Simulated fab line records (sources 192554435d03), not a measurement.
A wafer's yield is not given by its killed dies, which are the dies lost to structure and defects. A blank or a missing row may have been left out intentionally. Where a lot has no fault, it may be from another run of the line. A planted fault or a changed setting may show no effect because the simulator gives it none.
Split-lot trial	flow n5-finfet	on a route of 1938 steps: 7 lots, 21 wafers read

THE SPLIT ITSELF
At N5_BEOL_M11_PEB_26 (peb time 60 s), the setting peb-time-s was moved away from the recipe's 60 s on 8 of the 21 wafers read, by -11.7% to +16.4%. All remaining wafers had this setting at the recipe value.

THE PATH FROM SPLIT TO READING: the file shows 1 step between them
- N5_BEOL_M11_DEVELOP_27: develop time 30 s

THE READING
cd-nm at N5_BEOL_M11_CD_MEAS_28, given in nm (cd target 70 nm). Typical for fault-free wafers on this fab line: 70.3 nm, with standard deviation 1.1 nm.

wafer	tool, chamber at the split	peb-time-s as run, s	against the recipe	cd-nm, nm	against lot-mates on the recipe
L081.1	litho-track-03, 0	60	recipe	68.9	-
L081.3	litho-track-03, 0	60	recipe	69.3	-
L081.4	litho-track-03, 0	66.63	+11.0%	74.5	+5.4
L080.1	litho-track-03, 0	60	recipe	70.5	-
L080.2	litho-track-03, 0	53	-11.7%	64.1	-6.4
L080.5	litho-track-03, 0	53	-11.7%	65.4	-5.1
L091.2	litho-track-03, 0	60	recipe	68.5	-
L091.5	litho-track-03, 0	60	recipe	70.4	-
L091.6	litho-track-03, 0	60	recipe	70.5	-
L090.1	litho-track-05, 0	68.13	+13.5%	74.6	+5.5
L090.5	litho-track-05, 0	60	recipe	68.5	-
L090.6	litho-track-05, 0	60	recipe	69.6	-
L093.2	litho-track-03, 0	67.27	+12.1%	76.0	+7.9
L093.5	litho-track-03, 0	67.27	+12.1%	74.3	+6.2
L093.6	litho-track-03, 0	60	recipe	68.1	-
L096.1	litho-track-05, 0	60	recipe	68.4	-
L096.2	litho-track-05, 0	69.85	+16.4%	76.6	+8.2
L096.3	litho-track-05, 0	69.85	+16.4%	77.1	+8.7
L097.2	litho-track-02, 0	60	recipe	69.7	-
L097.4	litho-track-02, 0	60	recipe	69.3	-
L097.6	litho-track-02, 0	60	recipe	67.4	-

FIT RESULTS
A straight line over all 21 wafers: cd-nm changes by +0.442 nm for each +1% of peb-time-s; r = +0.97; the points scatter about the line by 0.92 nm.
The same after taking each lot's own level away (the mean of its wafers on the recipe; 21 wafers): +0.507 nm for each +1%; r = +0.98; scatter 0.8 nm.
Per that fit: largest peb-time-s move, reading shift of 8.3 nm.
Across the lots, their own levels run from 68.10 to 70.50 nm, a range of 2.2 times the standard deviation given above.
Hence the slope depends on the lot-to-lot level, as the two fits are not the same.
Check: +8.4 nm against its lot-mates is what the line predicts for one of the wafers moved furthest among these (+16.4%) when that wafer is left out of the fit. It came out at +8.2 nm against them.

FURTHER SPLITS ON THESE WAFERS
These wafers also went through other splits before the reading. Each is held against what the fit with the lots' levels taken away leaves over:
other split on the same wafers	wafers away from the commonest value	r with cd-nm (lot level and that fit taken away)
N5_BEOL_M8_EXPOSE_25 dose-mj	9	+0.42
N5_BEOL_M9_PECVD_70 time-s	10	+0.24
N5_BEOL_M9_COAT_05 spin-rpm	8	+0.17
N5_BEOL_M10_ILD_DEP_00 time-s	7	-0.20
N5_BEOL_M10_PECVD_70 temp-c	5	-0.31
N5_BEOL_M11_ETCH_62 bias-w	5	+0.14

FILE'S OWN FIT
cd-nm changes by +0.495 nm for each +1% of peb-time-s, r = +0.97.
